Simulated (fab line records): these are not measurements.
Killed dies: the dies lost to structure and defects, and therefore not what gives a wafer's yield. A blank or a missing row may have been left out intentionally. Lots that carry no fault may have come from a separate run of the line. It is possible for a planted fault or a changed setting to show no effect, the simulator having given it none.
Code-filled problem report in 8D (eight disciplines) form || flow nand_harc || the parts of the form that need people (team, actions taken, sign-off) are left out

== 1. THE ISSUE ==
Wafers without a fault read 57, standard deviation 16; killed_dies at NHARC_END_SORT_01 reads a mean of 677 on 3 wafers belonging to 2 lots. That puts it +39 standard deviations away from the usual mean.
First seen on wafer L762.2, day 31 01:38, on prober-02. The record has a number at this step for 9 wafers belonging to 3 lots. Rule for "out" (also "out of limits"): further than 4 standard deviations from the usual mean. Any other wafer with a number is counted as sound.

== 2. WHAT IT IS AND WHAT IT IS NOT ==
{"question": "which readings at this step", "is": "killed_dies, killed_at_array", "is not": "killed_at_other, killed_at_periphery, killed_open, killed_short"}
{"question": "which lots", "is": "L762, L764", "is not": "L749"}
{"question": "which wafers of those lots", "is": "L762.2, L764.3, L764.6", "is not": "L762.3, L762.6, L764.2"}
{"question": "read on which gauges", "is": "prober-02", "is not": "-"}
{"question": "when", "is": "from day 31 01:38", "is not": "up to then (3 sound wafers); but 3 sound wafers of L762, L764 came after"}

== 3. SUSPECTS, AND WHAT RULES EACH OUT ==
Counting: if a tool at a process step up to the reading ran every lot that is out, it stays a suspect. Sound lots after the first of them don't rule it out here, since some wafers of a struck lot are sound.
- the gauge at NHARC_END_SORT_01: kept. All the wafers that are out were read on prober-02, and no step on other tools shows them out.
- ald_metal-03 at NHARC_A_CONTACT_ALD_18 (deposits TiN, target thk 3 nm, pulse time 1 s, ald cycles 150): kept. Ran every lot that is out, first one L762 (day 29 04:00); last sound lot up to then L749 (day 23 12:12).
- At NHARC_A_CONTACT_ALD_18 on ald_metal-03, chamber 3 took the sound wafers of the same lots and chamber 0 took the wafers that are out.
Left after counting: ald_metal-03 at NHARC_A_CONTACT_ALD_18, prober-02 at NHARC_END_SORT_01.

== 4. THE CAUSE (what the simulator had put in) ==
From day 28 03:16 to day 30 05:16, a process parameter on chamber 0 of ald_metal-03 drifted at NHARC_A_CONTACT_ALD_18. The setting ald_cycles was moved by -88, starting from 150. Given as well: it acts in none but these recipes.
Counting left 2 suspects, and this tool is among them.

== 5. SEQUENCE OF EFFECTS, ordered by route ==
Each row: a reading where the mean over the struck wafers with a number is more than 3 standard deviations away from the usual. Only readings whose record carries a usual standard deviation are examined. hours: median over the lots of the time between each lot's start at the first step of this table that gives one and its start at this step. sigmas: the change, counted in usual standard deviations.
{"hours": 0, "step": "NHARC_END_SORT_01", "reading": "killed_at_array", "usual": 52, "on struck wafers": 674, "change": "+622", "sigmas": "+37"}
{"hours": 0, "step": "NHARC_END_SORT_01", "reading": "killed_dies", "usual": 57, "on struck wafers": 677, "change": "+620", "sigmas": "+39"}

== 6. HOW IT WOULD HAVE BEEN CAUGHT EARLIER ==
Counted from the fault's start at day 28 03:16, it took 70 hours until the first out-of-limits reading at a measuring or inspecting step in this record, taken at day 31 01:38.
Of the tool readings at NHARC_A_CONTACT_ALD_18 for which the record gives a usual standard deviation, none was out on any struck wafer, so an alarm limit of 4 standard deviations on them would not have fired.
By day 31 01:38, every lot that is out (2) had started NHARC_A_CONTACT_ALD_18 on ald_metal-03. None of them would have been spared by holding the tool at that moment.
